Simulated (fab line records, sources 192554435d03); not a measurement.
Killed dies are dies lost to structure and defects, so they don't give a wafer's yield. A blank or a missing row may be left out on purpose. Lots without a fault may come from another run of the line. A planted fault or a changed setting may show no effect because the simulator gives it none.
fab line records | flow n5_finfet | part 1 of 2: steps 1 to 4 of 6
record lots=24 wafers=72 last_day=18
route steps=1938 shown FIN_SAQP@140 FIN_CUT@175 SD_EPI_N@273 SD_EPI_P@312
lots that met no fault: from a run of the same line without faults
start_h: hours from the record's first day to the start of the lot's first wafer shown | wait_h: hours since the lot's step before | " the same as in the row above | L1.1+2: a row that stands for several wafers | - no value, or no start given | * or withheld: withheld | < > ~ a bound
route shown NAME@n: a module of which the file shows steps, and the number in the route of the first | usual: mean/standard deviation of fault-free wafers | same: alike in all rows | chamber/n: place in a boat | sites: the reading at each site | _std_site: their standard deviation | _edge_site: outer sites' mean less inner sites' | radius_mm: how far each site lies from the wafer's centre | mask NAME#n: copy n | behind: the tool/chamber that last shaped the wafer | hold: why the lot was held/for how many hours/how that ended | device: the transistor (n, p or np) that didn't switch | end of line: the same wafers' tests at the end of the route | a step without rows: its recipe alone | killed: dies lost to structure and defects at the first sort, not the wafer's yield | map: a wafer's dies, x killed, . not, _ none there
set.NAME: the setting as run; set.NAME@STEP: as run at that earlier step | model.NAME: the simulator's own value behind a step, which no gauge read
steps of the route over a sample of lots; a table a step, a row a wafer
services: from which hour (start_h, from the record's first day; less than 0 if before it) a tool's chamber was out of use, for how many hours, and why
## steps
# step N5_FIN_SAQP_MANDREL2_REMOVE_60
# recipe chemistry=HBr/Cl2/O2 bt_time_s=10 target=a-Si stop_on=SiNx endpoint=OES-SiCl over_etch_frac=1 icp_w=600 bias_w=22 HBr_flow_sccm=150 Cl2_flow_sccm=80 O2_flow_sccm=5 pressure_mtorr=10
# usual bias_w=22.00/0.059 drypump_motor_current_A=5.8/0.43 oes_product_au=1.004/0.02 throttle_valve_pct=36.5/0.31
# same bt_time_s=10
# columns lot.wafer tool chamber start_h wait_h bias_w drypump_motor_current_A oes_product_au rf_hours_counter_h throttle_valve_pct
L074.1 rie_si-05 1 26.11 0.1 22.01 5.6 1.042 42 36.4
L074.3 " 2 " " 22.10 6.1 0.997 80 36.8
L074.5 " 3 " " 22.06 5.0 0.999 - 36.5
L075.3 rie_si-02 1 31.50 0.1 22.06 6.0 0.993 21 36.7
L075.4 " 0 " " 22.05 5.9 1.023 14 36.2
L075.6 " 3 " " 22.05 5.4 1.008 - 36.0
L076.1 rie_si-02 1 38.34 0.1 22.01 6.0 0.994 21 36.7
L076.3 " 2 " " 22.04 5.9 0.992 54 36.9
L076.6 " 3 " " 21.94 5.4 1.023 - 36.1
L077.1 rie_si-03 0 44.92 0.1 21.99 5.6 1.002 195 36.3
L077.3 " 1 " " 22.00 5.8 0.981 53 36.9
L077.5 " 3 " " 22.00 6.6 0.976 - 36.0
L078.2 rie_si-02 1 51.02 0.1 21.89 5.9 0.988 21 36.7
L078.4 " 2 " " 22.03 5.9 0.980 54 36.9
L078.5 " 2 " " 22.13 5.9 1.000 - 36.9
L079.3 rie_si-02 0 55.13 0.1 22.04 5.9 1.035 15 36.2
L079.4 " 2 " " 22.01 5.9 0.998 54 36.9
L079.6 " 3 " " 22.02 5.4 1.018 - 36.1
L080.1 rie_si-03 1 62.03 0.1 21.96 5.8 0.981 53 36.9
L080.2 " 0 " " 21.94 5.7 1.000 195 36.4
L080.6 " 1 " " 21.92 5.8 0.976 - 36.9
L082.2 rie_si-03 0 74.47 0.1 21.99 5.6 1.004 195 36.4
L082.4 " 1 " " 22.08 5.8 0.971 54 36.9
L082.6 " 3 " " 22.02 6.6 0.964 - 36.0
L081.2 rie_si-02 2 76.07 0.1 22.00 6.0 0.986 55 36.9
L081.4 " 0 " " 22.10 5.9 1.010 15 36.2
L081.5 " 2 " " 21.92 5.9 0.992 - 36.9
L083.2 rie_si-02 0 79.76 0.1 21.92 5.9 1.014 15 36.2
L083.4 " 3 " " 22.02 5.4 1.007 44 36.1
L083.5 " 2 " " 21.96 6.0 0.977 - 36.9
L084.1 rie_si-05 1 85.44 0.1 22.02 5.6 1.042 43 36.4
L084.3 " 3 " " 22.00 5.0 0.992 74 36.5
L084.4 " 1 " " 22.03 5.6 1.049 - 36.4
L085.3 rie_si-02 1 95.00 0.1 22.03 6.0 0.989 22 36.7
L085.5 " 0 " " 22.16 5.9 1.023 - 36.2
L085.6 " 3 " " 22.09 5.4 1.017 - 36.1
L086.1 rie_si-03 0 107.04 0.1 21.94 5.6 1.009 196 36.4
L086.2 " 3 " " 22.03 6.5 0.982 112 36.0
L086.5 " 0 " " 22.00 5.6 0.998 - 36.3
L087.2 rie_si-05 3 108.65 0.1 21.99 5.0 1.003 74 36.5
L087.4 " 2 " " 22.12 6.1 0.994 - 36.9
L087.6 " 1 " " 22.11 5.6 1.042 - 36.4
L088.2 rie_si-05 2 111.17 0.1 22.04 6.1 0.996 82 36.8
L088.3 " 1 " " 22.04 5.6 1.037 44 36.4
L088.5 " 3 " " 22.02 5.0 1.005 - 36.5
L089.2 rie_si-05 3 120.96 0.1 21.96 5.0 1.004 75 36.5
L089.4 " 1 " " 21.90 5.6 1.039 - 36.4
L089.6 " 3 " " 21.93 5.0 0.993 - 36.5
L090.1 rie_si-02 3 123.95 0.1 22.01 5.4 1.019 45 36.1
L090.5 " 0 " " 22.00 5.9 1.016 - 36.2
L090.6 " 1 " " 22.07 6.0 0.985 - 36.7
L091.2 rie_si-03 0 127.50 0.1 21.94 5.6 1.022 196 36.4
L091.4 " 3 " " 21.97 6.6 0.974 112 36.0
L091.6 " 0 " " 22.05 5.7 1.030 - 36.4
L092.2 rie_si-02 2 135.12 0.1 21.94 5.9 0.995 56 36.9
L092.5 " 1 " " 21.97 5.9 0.989 - 36.7
L092.6 " 2 " " 21.87 5.9 0.986 - 36.9
L093.3 rie_si-02 1 140.52 0.1 22.02 6.0 0.984 23 36.7
L093.4 " 2 " " 22.07 5.9 0.988 56 36.9
L093.5 " 1 " " 22.09 6.0 0.989 - 36.7
L094.4 rie_si-05 1 146.65 0.0 21.92 5.6 1.050 45 36.4
L094.5 " 3 " " 22.07 5.0 1.008 - 36.5
L094.6 " 0 " " 22.02 5.5 1.019 - 36.5
L095.1 rie_si-03 2 153.53 0.1 22.03 6.4 1.006 22 36.6
L095.5 " 1 " " 21.97 5.8 0.984 - 36.9
L095.6 " 2 " " 21.96 6.4 1.008 - 36.6
L096.1 rie_si-03 3 160.38 0.1 22.07 6.6 0.987 113 36.0
L096.2 " 2 " " 21.99 6.4 1.009 22 36.6
L096.3 " 1 " " 21.88 5.8 0.988 55 36.9
L097.1 rie_si-05 3 166.66 0.1 22.05 5.0 1.005 76 36.5
L097.4 " 3 " " 21.99 5.0 1.011 - 36.5
L097.5 " 0 " " 22.00 5.5 1.028 - 36.5
# step N5_FIN_CUT_PRECLEAN_35
# recipe time_s=13.3 temp_c=45 pressure_torr=125 p_hf_torr=3 p_coreactant_torr=25 chemistry=vHF
# usual drypump_motor_current_A=5.9/0.68
# columns lot.wafer tool chamber start_h wait_h drypump_motor_current_A
L074.1 vapor_etch-01 0 27.89 0.0 6.1
L074.3 " 0 " " 6.2
L074.5 " 1 " " 5.7
L075.3 vapor_etch-01 0 33.60 0.1 6.1
L075.4 " 1 " " 5.7
L075.6 " 0 " " 6.2
L076.1 vapor_etch-02 1 40.91 0.0 4.7
L076.3 " 1 " " 4.7
L076.6 " 1 " " 4.7
L077.1 vapor_etch-02 0 48.82 0.0 6.8
L077.3 " 0 " " 6.8
L077.5 " 0 " " 6.8
L078.2 vapor_etch-02 0 52.70 0.0 6.8
L078.4 " 1 " " 4.7
L078.5 " 0 " " 6.8
L079.3 vapor_etch-02 0 57.06 0.1 6.8
L079.4 " 1 " " 4.7
L079.6 " 1 " " 4.7
L080.1 vapor_etch-01 1 63.83 0.0 5.7
L080.2 " 0 " " 6.1
L080.6 " 1 " " 5.8
L082.2 vapor_etch-01 1 76.22 0.0 5.7
L082.4 " 1 " " 5.7
L082.6 " 1 " " 5.7
L081.2 vapor_etch-01 1 78.02 0.0 5.7
L081.4 " 0 " " 6.1
L081.5 " 1 " " 5.7
L083.2 vapor_etch-02 1 81.43 0.0 4.7
L083.4 " 0 " " 6.8
L083.5 " 0 " " 6.8
L084.1 vapor_etch-01 1 87.15 0.0 5.8
L084.3 " 0 " " 6.2
L084.4 " 1 " " 5.7
L085.3 vapor_etch-02 1 96.77 0.1 4.7
L085.5 " 0 " " 6.8
L085.6 " 1 " " 4.7
L086.1 vapor_etch-01 0 109.70 0.8 6.2
L086.2 " 1 " " 5.7
L086.5 " 0 " " 6.2
L087.2 vapor_etch-01 0 110.53 0.1 6.2
L087.4 " 1 " " 5.7
L087.6 " 1 " " 5.7
L088.2 vapor_etch-01 1 113.05 0.1 5.7
L088.3 " 1 " " 5.7
L088.5 " 1 " " 5.7
L089.2 vapor_etch-01 0 123.15 0.5 6.2
L089.4 " 1 " " 5.7
L089.6 " 0 " " 6.2
L090.1 vapor_etch-01 0 125.79 0.0 6.2
L090.5 " 1 " " 5.7
L090.6 " 0 " " 6.2
L091.2 vapor_etch-01 1 129.34 0.0 5.7
L091.4 " 1 " " 5.7
L091.6 " 1 " " 5.7
L092.2 vapor_etch-02 1 136.89 0.0 4.7
L092.5 " 1 " " 4.7
L092.6 " 0 " " 6.8
L093.3 vapor_etch-01 0 142.63 0.1 6.2
L093.4 " 1 " " 5.7
L093.5 " 0 " " 6.2
L094.4 vapor_etch-02 1 148.34 0.1 4.7
L094.5 " 0 " " 6.9
L094.6 " 1 " " 4.7
L095.1 vapor_etch-01 0 155.52 0.0 6.2
L095.5 " 0 " " 6.2
L095.6 " 1 " " 5.7
L096.1 vapor_etch-01 0 162.72 0.4 6.1
L096.2 " 1 " " 5.7
L096.3 " 1 " " 5.7
L097.1 vapor_etch-02 1 168.71 0.1 4.7
L097.4 " 1 " " 4.7
L097.5 " 0 " " 6.8
# step N5_SD_EPI_N_DESCUM_14
# recipe chemistry=O2 time_s=7.9 source_power_w=50 bias_power_w=20 pressure_mtorr=20 rf_frequency_hz=2.712e+07 temp_c=40 resist=CAR-ArF-block o2_flow_sccm=225
# usual drypump_motor_current_A=5.7/0.33 oes_product_au=0.80/0.098 rf_vpp_V=243.5/1.4 showerhead_plenum_p_Torr=2.10/0.08 throttle_valve_pct=20.44/0.21
# columns lot.wafer tool chamber start_h wait_h drypump_motor_current_A oes_product_au rf_hours_counter_h rf_vpp_V showerhead_plenum_p_Torr throttle_valve_pct
L074.1 rie_diel-03 2 48.31 0.0 5.7 0.79 129 242.5 2.01 20.31
L074.3 " 3 " " 5.6 0.91 16 242.7 2.14 20.23
L074.5 " 3 " " 5.6 0.92 - 242.8 2.14 20.23
L075.3 rie_diel-01 3 57.20 0.0 5.1 0.67 218 241.3 1.98 20.57
L075.4 " 2 " " 6.2 0.70 225 243.8 2.14 20.45
L075.6 " 3 " " 5.1 0.67 - 240.3 1.98 20.54
L076.1 rie_diel-05 3 61.51 0.0 5.3 0.67 234 242.5 2.04 20.94
L076.3 " 0 " " 5.8 0.78 149 243.0 2.07 20.16
L076.6 " 0 " " 5.8 0.77 - 243.2 2.07 20.17
L077.1 rie_diel-03 2 70.75 0.2 5.7 0.77 135 243.6 2.01 20.32
L077.3 " 1 " " 5.4 0.74 174 242.4 1.99 20.51
L077.5 " 0 " " 5.5 0.73 - 244.7 2.18 20.80
L078.2 rie_diel-01 1 77.68 0.2 5.9 0.83 68 245.3 2.24 20.39
L078.4 " 2 " " 6.2 0.71 233 244.6 2.13 20.47
L078.5 " 2 " " 6.2 0.71 - 242.9 2.13 20.47
L079.3 rie_diel-05 1 78.68 0.0 5.8 0.95 18 242.2 2.16 20.21
L079.4 " 0 " " 5.8 0.77 154 243.6 2.07 20.18
L079.6 " 0 " " 5.8 0.76 - 242.0 2.07 20.16
L080.1 rie_diel-03 0 85.41 0.0 5.5 0.73 159 244.3 2.17 20.77
L080.2 " 3 " " 5.6 0.89 28 243.3 2.13 20.23
L080.6 " 0 " " 5.5 0.73 - 244.9 2.17 20.77
L081.2 rie_diel-01 2 101.20 0.0 6.2 0.70 239 244.4 2.13 20.47
L081.4 " 3 " " 5.1 0.66 233 240.2 1.97 20.57
L081.5 " 1 " " 6.0 0.84 - 243.7 2.23 20.38
L082.2 rie_diel-05 1 105.20 0.0 5.8 0.95 26 243.3 2.16 20.23
L082.4 " 1 " " 5.8 0.93 - 243.7 2.16 20.22
L082.6 " 3 " " 5.3 0.67 - 244.0 2.03 20.95
L083.2 rie_diel-01 0 106.68 0.8 6.2 0.82 91 243.9 2.09 20.34
L083.4 " 1 " " 5.9 0.83 76 245.4 2.23 20.40
L083.5 " 0 " " 6.2 0.82 - 243.1 2.09 20.36
L084.1 rie_diel-03 0 111.25 0.4 5.6 0.73 167 245.7 2.17 20.79
L084.3 " 3 " " 5.6 0.87 38 243.8 2.13 20.26
L084.4 " 1 " " 5.4 0.74 188 241.8 1.98 20.55
L085.3 rie_diel-05 2 122.32 0.0 5.8 0.97 7 241.1 2.04 20.62
L085.5 " 2 " " 5.8 0.98 - 241.9 2.04 20.60
L085.6 " 1 " " 5.8 0.92 - 244.7 2.16 20.23
L086.1 rie_diel-03 1 129.78 0.1 5.4 0.72 193 240.5 1.98 20.53
L086.2 " 0 " " 5.6 0.71 172 244.6 2.17 20.81
L086.5 " 2 " " 5.7 0.75 - 241.6 2.00 20.35
L087.2 rie_diel-01 1 133.90 0.0 5.9 0.82 85 245.6 2.23 20.39
L087.4 " 0 " " 6.2 0.81 100 243.2 2.09 20.37
L087.6 " 2 " " 6.2 0.69 - 245.6 2.13 20.50
L088.2 rie_diel-05 3 136.99 0.3 5.3 0.98 2 243.6 2.03 20.50
L088.3 " 0 " " 5.8 0.75 177 243.3 2.06 20.22
L088.5 " 3 " " 5.3 0.98 - 242.8 2.03 20.52
L089.2 rie_diel-03 1 143.60 0.0 5.4 0.73 198 241.0 1.98 20.54
L089.4 " 3 " " 5.6 0.86 49 244.6 2.12 20.26
L089.6 " 0 " " 5.5 0.70 - 245.4 2.17 20.82
L090.1 rie_diel-01 1 148.25 0.4 5.9 0.81 92 245.5 2.23 20.42
L090.5 " 0 " " 6.2 0.80 - 245.3 2.09 20.35
L090.6 " 3 " " 5.1 0.64 - 240.0 1.97 20.59
L091.2 rie_diel-03 1 151.85 0.5 5.4 0.72 202 241.1 1.98 20.57
L091.4 " 1 " " 5.4 0.73 - 241.2 1.98 20.55
L091.6 " 0 " " 5.5 0.71 - 245.5 2.17 20.82
L092.2 rie_diel-01 1 157.49 0.2 6.0 0.81 98 244.7 2.22 20.43
L092.5 " 2 " " 6.2 1.01 - 244.1 2.13 20.24
L092.6 " 1 " " 6.0 0.81 - 244.3 2.22 20.43
L093.3 rie_diel-05 2 164.31 0.0 5.9 0.93 17 242.5 2.04 20.62
L093.4 " 3 " " 5.3 0.96 7 242.3 2.03 20.52
L093.5 " 0 " " 5.8 0.75 - 244.2 2.06 20.20
L094.4 rie_diel-01 1 169.34 0.0 5.9 0.79 - 245.6 2.22 20.46
L094.5 " 0 " " 6.2 0.79 - 243.8 2.08 20.38
L094.6 " 2 " " 6.2 0.99 - 243.9 2.12 20.25
L095.1 rie_diel-03 2 176.38 0.0 5.7 0.75 166 241.5 2.00 20.36
L095.5 " 3 " " 5.6 0.84 - 244.1 2.12 20.29
L095.6 " 2 " " 5.7 0.75 - 241.8 2.00 20.36
L096.1 rie_diel-01 0 185.65 0.0 6.2 0.77 130 242.5 2.08 20.41
L096.2 " 1 " " 5.9 0.79 115 244.6 2.22 20.45
L096.3 " 3 " " 5.1 0.98 2 244.8 2.23 20.14
L097.1 rie_diel-01 0 190.30 0.5 6.2 0.77 132 243.3 2.08 20.39
L097.4 " 2 " " 6.2 0.95 21 243.3 2.12 20.28
L097.5 " 2 " " 6.2 0.95 - 245.1 2.12 20.27
# step N5_SD_EPI_N_LINER_46
# recipe material=SiNx target_thk_a=30 temp_c=400 ald_precursor_family=SiH2I2 ald_co_reactant=N2/H2-plasma pressure_torr=2
# usual heater_power_w=823/51
# columns lot.wafer tool chamber start_h wait_h heater_power_w
L074.1 ald_sin-01 3 52.03 0.2 801
L074.3 " 2 " " 837
L074.5 " 2 " " 829
L075.3 ald_sin-03 2 61.83 0.1 898
L075.4 " 1 " " 709
L075.6 " 2 " " 880
L076.1 ald_sin-04 1 65.45 0.2 874
L076.3 " 3 " " 804
L076.6 " 0 " " 899
L077.1 ald_sin-01 3 75.18 0.2 796
L077.3 " 2 " " 806
L077.5 " 0 " " 861
L078.2 ald_sin-01 3 81.38 0.1 819
L078.4 " 0 " " 828
L078.5 " 2 " " 820
L079.3 ald_sin-04 1 83.12 0.1 848
L079.4 " 2 " " 860
L079.6 " 2 " " 826
L080.1 ald_sin-03 3 89.28 0.3 802
L080.2 " 0 " " 728
L080.6 " 3 " " 828
L081.2 ald_sin-03 0 106.96 0.3 742
L081.4 " 2 " " 875
L081.5 " 3 " " 818
L082.2 ald_sin-01 2 108.89 0.1 819
L082.4 " 2 " " 817
L082.6 " 3 " " 848
L083.2 ald_sin-04 3 111.14 0.1 802
L083.4 " 1 " " 856
L083.5 " 1 " " 848
L084.1 ald_sin-04 0 115.02 0.2 916
L084.3 " 3 " " 822
L084.4 " 2 " " 838
L085.3 ald_sin-03 0 126.75 0.1 723
L085.5 " 0 " " 727
L085.6 " 2 " " 877
L086.1 ald_sin-04 3 133.47 0.2 805
L086.2 " 1 " " 849
L086.5 " 2 " " 825
L087.2 ald_sin-03 1 138.34 0.1 765
L087.4 " 3 " " 811
L087.6 " 1 " " 767
L088.2 ald_sin-04 1 141.43 0.1 858
L088.3 " 2 " " 805
L088.5 " 1 " " 853
L089.2 ald_sin-03 3 147.29 0.1 822
L089.4 " 0 " " 726
L089.6 " 0 " " 723
L090.1 ald_sin-01 2 151.98 0.2 840
L090.5 " 0 " " 800
L090.6 " 2 " " 823
L091.2 ald_sin-03 1 155.88 0.1 752
L091.4 " 0 " " 740
L091.6 " 1 " " 752
L092.2 ald_sin-01 2 162.15 0.1 839
L092.5 " 0 " " 807
L092.6 " 2 " " 836
L093.3 ald_sin-01 2 168.05 0.2 817
L093.4 " 0 " " 802
L093.5 " 3 " " 861
L094.4 ald_sin-03 3 173.57 0.6 826
L094.5 " 1 " " 755
L094.6 " 2 " " 884
L095.1 ald_sin-03 2 180.39 0.4 880
L095.5 " 2 " " 880
L095.6 " 1 " " 748
L096.1 ald_sin-01 0 190.26 0.3 803
L096.2 " 3 " " 856
L096.3 " 2 " " 809
L097.1 ald_sin-03 2 194.91 0.2 897
L097.4 " 3 " " 835
L097.5 " 3 " " 841
